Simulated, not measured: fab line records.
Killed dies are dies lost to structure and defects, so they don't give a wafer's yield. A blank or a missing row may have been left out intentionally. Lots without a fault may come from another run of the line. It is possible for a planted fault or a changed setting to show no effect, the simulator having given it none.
Matching of chambers -- flow n5_finfet -- N5_BEOL_M14_ILD_DEP_00 on pecvd-02 has 3 sister chambers
The step deposits SiO2 from TEOS/O2, target thk 1119.3 nm, time 237.4 s. 14 wafers are shown with their chamber, then 7 later ones without.

## WAFERS PAIRED WITH THEIR CHAMBERS
wafer,chamber,heater_power_w (W),showerhead_plenum_p_Torr (Torr),throttle_valve_pct (%)
L081.1,1,417,8.34,18.0
L081.3,2,715,8.38,17.9
L081.6,1,506,8.35,18.2
L083.1,2,587,8.39,18.2
L083.4,2,676,8.37,18.1
L083.5,0,500,8.32,18.5
L084.1,2,622,8.37,18.2
L084.5,2,701,8.40,18.1
L084.6,1,410,8.35,18.3
L089.1,2,613,8.37,18.1
L089.3,0,619,8.35,18.4
L089.4,2,707,8.35,18.3
L091.1,0,514,8.32,18.7
L091.2,2,714,8.35,18.3

SIGNATURES (means of the wafers above)
reading,chamber 0,chamber 1,chamber 2,scatter within a chamber
heater_power_w,544.33,444.33,666.88,54.7
showerhead_plenum_p_Torr,8.3300,8.3467,8.3725,0.016
throttle_valve_pct,18.533,18.167,18.150,0.139
Rule: for a wafer and a chamber, the distance is found by dividing, reading by reading, the gap between the wafer's reading and the chamber's mean by the reading's scatter, squaring, summing and taking the root. The wafer belongs to the nearest chamber; if the next one is less than 2 further off, it can't be placed. How the scatter is found: for the shown wafers, subtract from each reading the mean of its chamber, square and add these, divide the total by (wafers less chambers), then take the root.

## WAFERS MISSING THEIR CHAMBER
wafer,heater_power_w (W),showerhead_plenum_p_Torr (Torr),throttle_valve_pct (%)
L091.4,584,8.35,18.9
L090.4,584,8.38,18.1
L090.5,650,8.35,18.7
L090.6,683,8.38,18.2
L092.4,512,8.35,18.6
L092.5,732,8.38,18.4
L092.6,607,8.36,18.8

## WHICH CHAMBER EACH ONE RAN IN
wafer,from the rows above,in truth
L091.4,0,0
L090.4,can't be placed: 2 or 1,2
L090.5,can't be placed: 0 or 2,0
L090.6,2,2
L092.4,can't be placed: 0 or 1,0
L092.5,2,2
L092.6,can't be placed: 0 or 2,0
Correct placement for 3 of the 7. Can't be placed from these rows: 4 (the true chamber is among the candidates in 4). Number placed wrongly: 0.
